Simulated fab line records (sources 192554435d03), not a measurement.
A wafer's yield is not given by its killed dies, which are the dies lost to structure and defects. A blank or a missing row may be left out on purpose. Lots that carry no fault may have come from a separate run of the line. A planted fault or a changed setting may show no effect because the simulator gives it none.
fab line records    flow n5Finfet
record lots=7  wafers=39
route steps=1938 shown FIN_SAQP@96 FIN_CUT@169 DUMMY_GATE@228 GATE_CUT@469
startH: the number of hours between the record's first day and the start of the first shown wafer of the lot    waitH: how many hours have passed since the lot's step before this one    " repeats the value in the row above    L1.1+2: one row covering several wafers at once    - no value, or no start given    * or withheld: withheld    < > ~ a bound
route shown NAME@n: names a module that has steps shown in the file, with the first one's number in the route    usual: the fault-free wafers' mean and standard deviation    same: alike in all rows    chamber/n: place in a boat    sites: per-site readings    _std_site: how widely they spread, as a standard deviation    _edge_site: the outer-site mean with the inner-site mean subtracted    radiusMm: for every site, how far away it sits from the centre of the wafer    mask NAME#n: copy n    behind: the tool/chamber that last shaped the wafer    hold: why the lot was held/for how many hours/how that ended    device: the transistor (n, p or np) that didn't switch    end of line: the same wafers' tests at the end of the route    for a step that has no rows: nothing shown but its recipe    killed: dies lost to structure and defects at the first sort, not the wafer's yield    map: shows each die of a wafer: x if killed, . if not, _ if none is there
set.NAME: the setting that was run; set.NAME@STEP: the one run at that earlier step    model.NAME: the simulator's own value behind a step, which no gauge read
lots where settings were altered on purpose, with a table for each step and a row for each wafer
## steps
# step N5_FIN_SAQP_HM_DEP_03
# recipe material=SiNx  targetThkA=380  tempC=400  precursor=SiH4/NH3/N2  pressureTorr=1.5  rfW=300  timeS=33.6
lot.wafer  tool      chamber  startH  waitH  set.timeS  model.SiNx_of_FIN_SAQP_HM_DEP_03.thkNm
L079.1     pecvd-03  2        51.07   0.2    30.17      33.96
L079.2     "         1        "       "      30.17      33.51
L079.3     "         0        "       "      30.17      33.5
L079.4     "         0        "       "      33.6       38.54
L079.5     "         2        "       "      33.6       37.91
L079.6     "         1        "       "      33.6       37.96
L081.1     pecvd-04  2        64.16   0.2    33.6       38.18
L081.2     "         0        "       "      33.6       37.7
L081.3     "         1        "       "      33.6       37.44
L081.4     "         1        "       "      33.6       37.86
L081.5     "         2        "       "      33.6       38.53
L081.6     "         0        "       "      33.6       38.7
L083.1     pecvd-04  0        76.61   0.2    30.34      34.49
L083.2     "         2        "       "      30.34      34.02
L083.3     "         1        "       "      30.34      33.69
L083.4     "         2        "       "      33.6       38.77
L083.5+6   "         1,0      "       "      33.6       38.22
L087.1     pecvd-03  0        100.09  0.2    38.07      42.47
L087.2     "         1        "       "      38.07      42.94
L087.3     "         2        "       "      33.6       37.72
L087.4     "         2        "       "      33.6       38.94
L087.5     "         1        "       "      38.07      43.29
L087.6     "         0        "       "      33.6       38.4
L088.1     pecvd-04  2        105.35  0.2    33.6       38.71
L088.2     "         0        "       "      33.6       38.34
L088.3     "         1        "       "      33.6       37.6
L088.4     "         0        "       "      33.6       39.19
L088.5     "         1        "       "      33.6       38.91
L088.6     "         2        "       "      33.6       39.05
L091.4     pecvd-04  2        123.01  0.1    33.6       37.8
L091.5     "         1        "       "      33.6       37.39
L091.6     "         0        "       "      33.6       38.46
L092.1     pecvd-03  1        131.85  0.2    33.6       37.27
L092.2     "         2        "       "      33.6       37.86
L092.3     "         0        "       "      33.6       37.31
L092.4     "         1        "       "      33.6       38.43
L092.5     "         0        "       "      33.6       37.75
L092.6     "         2        "       "      33.6       37.85
# step N5_FIN_SAQP_THK_MEAS_05
# usual thkNm=38.0/0.51
lot.wafer  tool          chamber  startH  waitH  set.timeS@FIN_SAQP_HM_DEP_03  thkNm
L079.1     filmMetro-01  -        51.16   0.1    30.17                         33.9
L079.2     "             -        "       "      30.17                         33.5
L079.3     "             -        "       "      30.17                         33.5
L079.4     "             -        "       "      33.6                          38.6
L079.5     "             -        "       "      33.6                          37.9
L079.6     "             -        "       "      33.6                          38.0
L081.1     filmMetro-02  -        64.24   0.1    33.6                          38.1
L081.2     "             -        "       "      33.6                          37.7
L081.3     "             -        "       "      33.6                          37.4
L081.4     "             -        "       "      33.6                          37.8
L081.5     "             -        "       "      33.6                          38.5
L081.6     "             -        "       "      33.6                          38.7
L083.1     filmMetro-01  -        76.69   0.1    30.34                         34.5
L083.2     "             -        "       "      30.34                         34.0
L083.3     "             -        "       "      30.34                         33.7
L083.4     "             -        "       "      33.6                          38.7
L083.5     "             -        "       "      33.6                          38.2
L083.6     "             -        "       "      33.6                          38.2
L087.1     filmMetro-01  -        100.18  0.1    38.07                         42.5
L087.2     "             -        "       "      38.07                         42.9
L087.3     "             -        "       "      33.6                          37.7
L087.4     "             -        "       "      33.6                          38.9
L087.5     "             -        "       "      38.07                         43.3
L087.6     "             -        "       "      33.6                          38.4
L088.1     filmMetro-02  -        105.44  0.1    33.6                          38.7
L088.2     "             -        "       "      33.6                          38.4
L088.3     "             -        "       "      33.6                          37.6
L088.4     "             -        "       "      33.6                          39.2
L088.5     "             -        "       "      33.6                          38.9
L088.6     "             -        "       "      33.6                          39.0
L091.4     filmMetro-01  -        123.07  0.0    33.6                          37.8
L091.5     "             -        "       "      33.6                          37.4
L091.6     "             -        "       "      33.6                          38.5
L092.1     filmMetro-02  -        131.94  0.1    33.6                          37.3
L092.2     "             -        "       "      33.6                          37.8
L092.3     "             -        "       "      33.6                          37.3
L092.4     "             -        "       "      33.6                          38.4
L092.5     "             -        "       "      33.6                          37.8
L092.6     "             -        "       "      33.6                          37.8
# step N5_FIN_SAQP_PECVD_47
# recipe material=a-Si  targetThkA=450  tempC=400  precursor=SiH4/He  pressureTorr=3  rfW=100  timeS=36.3
# step N5_FIN_SAQP_PECVD_48
# recipe material=SiNx  targetThkA=250  tempC=400  precursor=SiH4/NH3/N2  pressureTorr=1.5  rfW=300  timeS=22.1
# step N5_FIN_SAQP_MANDREL2_REMOVE_60
# recipe chemistry=HBr/Cl2/O2  btTimeS=10  target=a-Si  stopOn=SiNx  endpoint=OES-SiCl  overEtchFrac=1  icpW=600  biasW=22  HBr_flow_sccm=150  Cl2_flow_sccm=80  O2_flow_sccm=5  pressureMtorr=10
# step N5_FIN_SAQP_HM_OPEN_33
# recipe chemistry=CH3F/O2  target=SiNx  maskMaterial=SiO2  targetDepthA=494  timeS=70.6  pressureMtorr=30  sourceW=395  biasW=73  Ar_flow_sccm=150  CH3F_flow_sccm=30  O2_flow_sccm=20  ionEnergyEv=120  ends=cleared
# usual etchRfOnTimeS=69.0/1.2
lot.wafer  tool        chamber  startH  waitH  set.timeS@FIN_SAQP_HM_DEP_03  etchRfOnTimeS  model.etch.depthNm
L079.1     rieDiel-02  3        57.49   0.2    30.17                         60.7           33.34
L079.2     "           1        "       "      30.17                         59.8           32.89
L079.3     "           2        "       "      30.17                         60.0           32.87
L079.4     "           3        "       "      33.6                          69.0           37.84
L079.5     "           1        "       "      33.6                          67.8           37.28
L079.6     "           2        "       "      33.6                          68.7           37.26
L081.1     rieDiel-02  3        68.66   0.0    33.6                          69.4           37.55
L081.2     "           2        "       "      33.6                          68.1           37.07
L081.3     "           2        "       "      33.6                          67.7           36.74
L081.4     "           3        "       "      33.6                          68.6           37.23
L081.5     "           2        "       "      33.6                          69.8           37.9
L081.6     "           3        "       "      33.6                          70.6           38.07
L083.1     rieDiel-02  3        82.41   0.1    30.34                         62.8           33.8
L083.2     "           0        "       "      30.34                         61.3           33.39
L083.3     "           1        "       "      30.34                         60.2           33.06
L083.4     "           2        "       "      33.6                          70.9           38.14
L083.5     "           0        "       "      33.6                          68.7           37.59
L083.6     "           1        "       "      33.6                          68.4           37.59
L087.1     rieDiel-02  0        104.83  0.0    38.07                         77.2           41.84
L087.2     "           2        "       "      38.07                         78.6           42.31
L087.3     "           1        "       "      33.6                          67.7           37.09
L087.4     "           3        "       "      33.6                          70.4           38.23
L087.5     "           2        "       "      38.07                         78.7           42.66
L087.6     "           3        "       "      33.6                          69.7           37.69
L088.1     rieDiel-02  1        112.41  0.4    33.6                          69.1           38.09
L088.2     "           3        "       "      33.6                          69.6           37.72
L088.3     "           2        "       "      33.6                          68.4           36.89
L088.4     "           0        "       "      33.6                          70.7           38.57
L088.5     "           1        "       "      33.6                          69.5           38.28
L088.6     "           2        "       "      33.6                          71.5           38.42
L091.4     rieDiel-01  0        131.63  0.1    33.6                          68.5           37.17
L091.5     "           3        "       "      33.6                          70.3           36.77
L091.6     "           2        "       "      33.6                          68.9           37.77
L092.1     rieDiel-02  1        137.53  0.0    33.6                          66.4           36.65
L092.2     "           0        "       "      33.6                          68.2           37.24
L092.3     "           3        "       "      33.6                          66.9           36.68
L092.4     "           2        "       "      33.6                          69.1           37.71
L092.5     "           1        "       "      33.6                          67.5           37.03
L092.6     "           2        "       "      33.6                          68.1           37.23
# step N5_FIN_SAQP_ETCH_34
# recipe chemistry=C4F6/O2  target=SiO2  targetDepthA=450  timeS=15  ionEnergyEv=250  pressureMtorr=30  sourceW=345  biasW=185  Ar_flow_sccm=300  C4F6_flow_sccm=10  O2_flow_sccm=10  ends=cleared
# step N5_FIN_SAQP_STRIP_77
# recipe chemistry=N2/H2  timeS=90  powerW=100  tempC=40  pressureMtorr=100  rfFrequencyHz=6e+07  biasPowerW=3  n2FlowSccm=300  h2FlowSccm=300
# step N5_FIN_SAQP_ETCH_64
# recipe chemistry=CF4  target=SiO2  targetDepthA=15  ionEnergyEv=350  pressureMtorr=10  icpW=800  biasW=400  cf4FlowSccm=80
# step N5_FIN_SAQP_FIN_ETCH_36
# recipe chemistry=HBr/Cl2/O2  targetDepthA=1200  maskMaterial=SiNx  timeS=50.4  biasW=102  pressureMtorr=10  icpW=800  HBr_flow_sccm=150  Cl2_flow_sccm=80  O2_flow_sccm=12
lot.wafer  tool      chamber  startH  waitH  set.timeS@FIN_SAQP_HM_DEP_03  model.SiNx_of_FIN_SAQP_HM_DEP_03.thkNm
L079.1     rieSi-03  2        57.78   0.0    30.17                         17.6
L079.2     "         1        "       "      30.17                         16.8
L079.3     "         0        "       "      30.17                         17
L079.4     "         3        "       "      33.6                          21.6
L079.5     "         1        "       "      33.6                          21
L079.6     "         2        "       "      33.6                          21.4
L081.1+2   rieSi-02  0,2      69.04   0.0    33.6                          21
L081.3     "         3        "       "      33.6                          20.8
L081.4     "         1        "       "      33.6                          21.2
L081.5     "         0        "       "      33.6                          21.4
L081.6     "         1        "       "      33.6                          22
L083.1     rieSi-03  1        82.69   0.0    30.34                         17.8
L083.2     "         0        "       "      30.34                         17.6
L083.3     "         2        "       "      30.34                         17.4
L083.4+5   "         3,0      "       "      33.6                          21.8
L083.6     "         3        "       "      33.6                          21.4
L087.1     rieSi-03  1        105.12  0.0    38.07                         25.6
L087.2     "         2        "       "      38.07                         26.4
L087.3     "         3        "       "      33.6                          20.8
L087.4     "         0        "       "      33.6                          22.2
L087.5     "         0        "       "      38.07                         26.8
L087.6     "         3        "       "      33.6                          21.4
L088.1+5   rieSi-04  1        112.69  0.0    33.6                          21.4
L088.2     "         0        "       "      33.6                          21.2
L088.3     "         2        "       "      33.6                          20.4
L088.4     "         3        "       "      33.6                          22.4
L088.6     "         0        "       "      33.6                          22
L091.4     rieSi-04  1        131.91  0.0    33.6                          20.4
L091.5     "         1        "       "      33.6                          20.2
L091.6     "         2        "       "      33.6                          21.4
L092.1     rieSi-04  2        137.81  0.0    33.6                          20.2
L092.2+4   "         0,1      "       "      33.6                          20.8
L092.3+5   "         3,0      "       "      33.6                          20.6
L092.6     "         3        "       "      33.6                          21
# step N5_FIN_CUT_ETCH_21
# recipe chemistry=N2/H2  target=SOC  targetDepthA=2190  overetchA=438  maskMaterial=SiARC  tempC=40  ionEnergyEv=100  biasW=61  timeS=523.5  pressureMtorr=30  sourceW=850  n2FlowSccm=200  h2FlowSccm=200
lot.wafer     tool        chamber  startH  waitH  set.timeS  model.SiARC_of_FIN_CUT_COAT_19.thkNm
L079.1+6      rieDiel-05  3        58.54   0.0    523.5      11.8
L079.2+5      "           0        "       "      600.6      10.6
L079.3        "           1        "       "      600.6      11.4
L079.4        "           2        "       "      523.5      12
L081.1        rieDiel-05  1        70.12   0.0    523.5      12.2
L081.2+4+5    "           0,3,3    "       "      645.3      9.8
L081.3        "           2        "       "      523.5      12
L081.6        "           0        "       "      523.5      11.8
L083.1        rieDiel-05  1        83.61   0.0    523.5      12.4
L083.2        "           2        "       "      523.5      12
L083.3+4+5+6  "           3,0,0,3  "       "      523.5      11.8
L087.1        rieDiel-05  1        105.89  0.0    399.6      14.2
L087.2        "           2        "       "      523.5      12
L087.3+4      "           0,3      "       "      523.5      11.8
L087.5        "           3        "       "      399.6      13.6
L087.6        "           2        "       "      399.6      13.8
L088.1+3+6    rieDiel-05  0,3,0    113.58  0.0    523.5      11.8
L088.2+5      "           1        "       "      482.8      13
L088.4        "           2        "       "      482.8      12.6
L091.4+6      rieDiel-04  2,0      132.75  0.0    523.5      11.6
L091.5        "           1        "       "      523.5      11.8
L092.1+2+4    rieDiel-04  2,1,3    138.70  0.0    523.5      11.8
L092.3+5      "           0,2      "       "      523.5      11.6
L092.6        "           1        "       "      523.5      12
# step N5_DUMMY_GATE_EXPOSE_12
# recipe maskId=GATE  na=0.33  sourceShape=annular  sigmaInner=0.2  sigmaOuter=0.6  polarization=unpolarized  targetCdNm=25  doseMj=34
lot.wafer         tool           chamber  startH  waitH  mask    set.doseMj
L079.1+2+3+4+5+6  euvScanner-01  0        76.61   -      GATE#0  34
L081.1+4+6        euvScanner-02  0        88.40   -      GATE#0  34
L081.2+3+5        "              0        "       "      GATE#0  31.39
L083.1+2+3+4+5+6  euvScanner-01  0        105.51  -      GATE#0  34
L087.1+3+6        euvScanner-02  0        126.51  -      GATE#0  34
L087.2+4+5        "              0        "       "      GATE#0  35.96
L088.1+2+3+4+5+6  euvScanner-02  0        133.47  -      GATE#0  34
L091.4+5+6        euvScanner-02  0        152.01  -      GATE#0  34
L092.1+3+5        euvScanner-01  0        157.28  -      GATE#0  31.74
L092.2+4+6        "              0        "       "      GATE#0  34
# step N5_DUMMY_GATE_PEB_13
# recipe pebTempC=100  pebTimeS=60  resist=CAR-EUV
# step N5_DUMMY_GATE_DEVELOP_14
# recipe developTimeS=30  developer=TMAH  resist=CAR-EUV  rinseLiquid=surfactantRinse  dry=airSpin  devTempC=23
# step N5_DUMMY_GATE_CD_MEAS_15
# recipe targetCdNm=25.8  landingEnergyEv=500  detector=seInlens
# usual cdNm=24.96/0.24
lot.wafer  tool      chamber  startH  waitH  set.doseMj@DUMMY_GATE_EXPOSE_12  cdNm
L079.1     cdSem-03  0        76.74   -      34                               25.49
L079.2     "         0        "       "      34                               24.65
L079.3     "         0        "       "      34                               24.68
L079.4     "         0        "       "      34                               25.21
L079.5     "         0        "       "      34                               25.29
L079.6     "         0        "       "      34                               25.30
L081.1     cdSem-03  0        88.53   -      34                               24.90
L081.2     "         0        "       "      31.39                            26.50
L081.3     "         0        "       "      31.39                            26.47
L081.4     "         0        "       "      34                               25.30
L081.5     "         0        "       "      31.39                            26.76
L081.6     "         0        "       "      34                               24.78
L083.1     cdSem-02  0        105.63  -      34                               25.17
L083.2     "         0        "       "      34                               24.64
L083.3     "         0        "       "      34                               24.77
L083.4     "         0        "       "      34                               25.06
L083.5     "         0        "       "      34                               24.70
L083.6     "         0        "       "      34                               24.99
L087.1     cdSem-03  0        126.64  -      34                               24.99
L087.2     "         0        "       "      35.96                            24.06
L087.3     "         0        "       "      34                               24.56
L087.4     "         0        "       "      35.96                            23.92
L087.5     "         0        "       "      35.96                            24.10
L087.6     "         0        "       "      34                               24.72
L088.1     cdSem-01  0        133.60  -      34                               25.31
L088.2     "         0        "       "      34                               24.88
L088.3     "         0        "       "      34                               24.89
L088.4     "         0        "       "      34                               25.11
L088.5     "         0        "       "      34                               24.62
L088.6     "         0        "       "      34                               24.89
L091.4     cdSem-01  0        152.13  -      34                               24.76
L091.5     "         0        "       "      34                               25.12
L091.6     "         0        "       "      34                               24.92
L092.1     cdSem-01  0        157.41  -      31.74                            26.13
L092.2     "         0        "       "      34                               24.76
L092.3     "         0        "       "      31.74                            26.49
L092.4     "         0        "       "      34                               24.83
L092.5     "         0        "       "      31.74                            26.37
L092.6     "         0        "       "      34                               24.80
# step N5_DUMMY_GATE_STRIP_38
# recipe chemistry=N2/H2  tempC=40  n2FlowSccm=200  h2FlowSccm=200  rfFrequencyHz=6e+07
# step N5_DUMMY_GATE_STRIP_39
# recipe chemistry=N2/H2  tempC=40  n2FlowSccm=200  h2FlowSccm=200  rfFrequencyHz=6e+07
# step N5_DUMMY_GATE_TRIM_49
# recipe chemistry=O2  resist=SOC  timeS=29  targetCdNm=14  sourcePowerW=300  biasPowerW=0  O2_flow_sccm=100  tempC=20
lot.wafer       tool      chamber    startH  waitH  set.doseMj@DUMMY_GATE_EXPOSE_12  model.DUMMY_GATE.cdNm
L079.1+5        rieSi-06  3,0        77.12   0.0    34                               14.2
L079.2+4        "         2,0        "       "      34                               14.6
L079.3          "         1          "       "      34                               14
L079.6          "         1          "       "      34                               14.8
L081.1          rieSi-06  1          88.91   0.0    34                               14.6
L081.2          "         3          "       "      31.39                            15
L081.3+5        "         2,0        "       "      31.39                            15.6
L081.4          "         0          "       "      34                               14
L081.6          "         1          "       "      34                               14.2
L083.1          rieSi-06  0          106.00  0.0    34                               13.8
L083.2+3+4+5+6  "         2,3,1,3,0  "       "      34                               14
L087.1          rieSi-06  0          127.09  0.0    34                               14
L087.2+4+5      "         1,0,3      "       "      35.96                            13
L087.3+6        "         3,1        "       "      34                               13.8
L088.1          rieSi-01  0          133.96  0.0    34                               14.6
L088.2+5        "         2          "       "      34                               14.2
L088.3          "         3          "       "      34                               13.8
L088.4          "         1          "       "      34                               14.8
L088.6          "         1          "       "      34                               14
L091.4          rieSi-01  2          152.47  0.0    34                               14
L091.5          "         1          "       "      34                               14.2
L091.6          "         0          "       "      34                               13.8
L092.1          rieSi-05  3          157.92  0.0    31.74                            15.2
L092.2          "         0          "       "      34                               14
L092.3          "         1          "       "      31.74                            14.8
L092.4          "         1          "       "      34                               13.6
L092.5          "         0          "       "      31.74                            15
L092.6          "         3          "       "      34                               13.8
# step N5_GATE_CUT_ETCH_58
# recipe chemistry=CH3F/O2  target=SiNx  targetDepthA=170  timeS=128.6  ionEnergyEv=50  pressureMtorr=30  sourceW=415  biasW=21  Ar_flow_sccm=150  CH3F_flow_sccm=30  O2_flow_sccm=20
lot.wafer  tool        chamber  startH  waitH  set.timeS  model.etch.depthNm
L079.1     rieDiel-05  2        110.00  0.0    128.6      16.71
L079.2     "           1        "       "      128.6      16.19
L079.3     "           3        "       "      128.6      16.79
L079.4     "           0        "       "      128.6      17.3
L079.5     "           0        "       "      128.6      17.08
L079.6     "           3        "       "      128.6      16.95
L081.1     rieDiel-05  1        124.12  0.0    128.6      16
L081.2     "           0        "       "      128.6      16.96
L081.3     "           3        "       "      128.6      16.89
L081.4     "           0        "       "      128.6      17.1
L081.5     "           3        "       "      128.6      16.72
L081.6     "           1        "       "      128.6      16.18
L083.1     rieDiel-03  3        142.53  0.1    137.6      18.14
L083.2     "           2        "       "      137.6      18.36
L083.3     "           0        "       "      128.6      16.98
L083.4     "           1        "       "      128.6      17.29
L083.5     "           0        "       "      137.6      18.1
L083.6     "           3        "       "      128.6      16.87
L087.1     rieDiel-05  3        160.28  0.0    150.5      19.74
L087.2     "           1        "       "      150.5      19.07
L087.3     "           0        "       "      128.6      17.26
L087.4     "           2        "       "      150.5      19.67
L087.5     "           1        "       "      128.6      16.36
L087.6     "           0        "       "      128.6      17.08
L088.1     rieDiel-05  3        167.74  0.0    150.2      19.76
L088.2     "           0        "       "      128.6      17.26
L088.3     "           2        "       "      128.6      16.81
L088.4     "           1        "       "      150.2      18.84
L088.5     "           2        "       "      128.6      16.9
L088.6     "           1        "       "      150.2      18.83
L091.4     rieDiel-05  1        185.95  0.1    128.6      16.24
L091.5     "           0        "       "      128.6      17.06
L091.6     "           2        "       "      128.6      16.78
L092.1     rieDiel-04  1        190.62  0.0    116.4      15.1
L092.2     "           0        "       "      116.4      15.54
L092.3     "           3        "       "      128.6      16.96
L092.4     "           2        "       "      128.6      17.09
L092.5     "           3        "       "      128.6      17.07
L092.6     "           2        "       "      116.4      15.59
## key
split step=N5_FIN_SAQP_HM_DEP_03  setting=timeS  stated=33.6  by=wafer
response step=N5_FIN_SAQP_HM_DEP_03  reading=model.SiNx_of_FIN_SAQP_HM_DEP_03.thkNm  change=+0.395  per=1%  r=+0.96
response step=N5_FIN_SAQP_THK_MEAS_05  reading=thkNm  change=*  per=1%  r=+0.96
response step=N5_FIN_SAQP_HM_OPEN_33  reading=etchRfOnTimeS  change=*  per=1%  r=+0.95
response step=N5_FIN_SAQP_HM_OPEN_33  reading=model.etch.depthNm  change=+0.396  per=1%  r=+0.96
response step=N5_FIN_SAQP_FIN_ETCH_36  reading=model.SiNx_of_FIN_SAQP_HM_DEP_03.thkNm  change=+0.389  per=1%  r=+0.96
split step=N5_FIN_CUT_ETCH_21  setting=timeS  stated=523.5  by=wafer
response step=N5_FIN_CUT_ETCH_21  reading=model.SiARC_of_FIN_CUT_COAT_19.thkNm  change=-0.0881  per=1%  r=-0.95
split step=N5_DUMMY_GATE_EXPOSE_12  setting=doseMj  stated=34  by=wafer
response step=N5_DUMMY_GATE_CD_MEAS_15  reading=cdNm  change=-0.194  per=1%  r=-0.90
response step=N5_DUMMY_GATE_TRIM_49  reading=model.DUMMY_GATE.cdNm  change=-0.159  per=1%  r=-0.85
split step=N5_GATE_CUT_ETCH_58  setting=timeS  stated=128.6  by=wafer
response step=N5_GATE_CUT_ETCH_58  reading=model.etch.depthNm  change=+0.146  per=1%  r=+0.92
